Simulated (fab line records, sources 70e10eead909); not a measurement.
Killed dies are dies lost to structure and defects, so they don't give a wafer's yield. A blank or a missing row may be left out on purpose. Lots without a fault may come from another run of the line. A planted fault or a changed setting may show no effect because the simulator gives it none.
One fault seen from 3 desks | flow nand_harc | each desk has only its own numbers; what lay behind them comes last

THE METROLOGY DESK
What the gauges read, lot by lot, whatever tool the lot ran on: means of the sampled wafers that have a number. A lot is out of limits, marked OUT, if its mean lies more than 4 standard deviations from the usual mean; the brackets give that distance.
Columns: A = thk_nm at NHARC_P_M2_THK_MEAS_24, usual 144.6 nm
lot  | first seen here | A
L764 | day 6 09:35     | 144.0
L766 | day 6 23:14     | 145.1
L767 | day 7 00:37     | 145.5
L768 | day 7 16:39     | 145.4
L770 | day 7 16:41     | 144.8
L773 | day 8 09:48     | 144.1
L775 | day 8 23:56     | 146.1
L774 | day 9 00:07     | 144.9
L776 | day 9 12:56     | 143.6
L778 | day 9 13:19     | 145.2
L780 | day 10 06:04    | 142.6
This desk's finding: nothing out of limits on any of the 11 lots.

THE TOOL OWNER'S DESK: cmp-01
The tool's own readings at NHARC_P_M2_CMP_23 (polishes, t overpolish 20 s, target thk 144.3 nm): means of the sampled wafers that have a number, for each lot that ran on this tool. A lot is out of limits, marked OUT, if its mean lies more than 4 standard deviations from the usual mean; the brackets give that distance.
Columns: A = motor_current_A at NHARC_P_M2_CMP_23, usual 11.9 A; B = time_to_endpoint_s at NHARC_P_M2_CMP_23, usual 28.8 s
lot  | first seen here | A    | B
L764 | day 6 09:16     | 11.2 | 30.1
L766 | day 6 22:59     | 11.3 | 29.0
L767 | day 7 00:20     | 11.3 | 28.3
L770 | day 7 16:23     | 11.9 | 29.9
L775 | day 8 23:39     | 10.7 | 26.6
L778 | day 9 12:59     | 10.3 | 30.0
L780 | day 10 05:44    | 11.7 | 24.8
This desk's finding: nothing out of limits on any of the 7 lots.

THE DEFECT DESK
What the inspections along the route counted, lot by lot: means of the sampled wafers that have a number. A lot is out of limits, marked OUT, if its mean lies more than 4 standard deviations from the usual mean; the brackets give that distance.
Columns: A = raw_defect_count at NHARC_P_M2_INSPECT_11, usual 3.8
lot  | first seen here | A
L764 | day 6 07:06     | 6.7
L766 | day 6 20:37     | 3.7
L767 | day 6 22:07     | 3.0
L768 | day 7 13:58     | 3.7
L770 | day 7 14:08     | 2.3
L773 | day 8 07:19     | 1.3
L775 | day 8 21:26     | 2.0
L774 | day 8 21:37     | 2.0
L776 | day 9 10:00     | 5.7
L778 | day 9 10:29     | 2.0
L780 | day 10 03:32    | 2.7
This desk's finding: nothing out of limits on any of the 11 lots.

PUT TOGETHER
The metrology desk saw nothing out of limits.
The tool owner's desk saw nothing out of limits.
The defect desk saw nothing out of limits.

WHAT THE SIMULATOR HAD PUT IN
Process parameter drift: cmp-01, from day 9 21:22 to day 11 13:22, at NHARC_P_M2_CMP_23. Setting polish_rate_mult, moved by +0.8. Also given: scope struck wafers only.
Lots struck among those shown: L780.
